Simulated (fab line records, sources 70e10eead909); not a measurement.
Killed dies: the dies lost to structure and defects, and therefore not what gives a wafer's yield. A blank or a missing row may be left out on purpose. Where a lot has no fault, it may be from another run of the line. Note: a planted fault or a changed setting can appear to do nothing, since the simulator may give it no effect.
Chamber matching	flow nand_harc	NHARC_A_M0_STRIP_18 on rie_diel-04: 4 sister chambers
The step strips in N2/H2. 4 wafers are shown with their chamber, then 8 later ones without.

== WAFERS, EACH WITH ITS CHAMBER ==
wafer	chamber	drypump_motor_current_A (A)
L079.2	1	5.53
L081.4	3	5.74
L081.6	0	6.16
L082.2	2	5.35

== WAFERS WHOSE CHAMBER IS MISSING ==
wafer	drypump_motor_current_A (A)
L082.4	5.55
L082.6	5.34
L091.1	6.16
L091.5	5.39
L091.6	5.75
L089.2	6.15
L089.3	5.77
L089.5	5.80

== WHICH CHAMBER EACH WENT THROUGH ==
wafer	from the rows above	in truth
L082.4	1	1
L082.6	2	2
L091.1	0	0
L091.5	2	2
L091.6	3	3
L089.2	0	0
L089.3	3	3
L089.5	3	3
8 of 8 placed correctly. From these rows, 0 cannot be placed. Placed wrongly: 0.
How it was worked out, from the rows above alone: a wafer's distance from a chamber is the root of the sum, over the readings, of the square of ((its reading less the chamber's mean) divided by the reading's scatter). The wafer belongs to the nearest chamber; if the next one is less than 2 further off, it can't be placed. For every chamber, the mean is computed from those of its wafers that are shown. The scatter: with one shown wafer a chamber, the root of the mean of the squares of how far each hidden wafer lies from its nearest shown one.
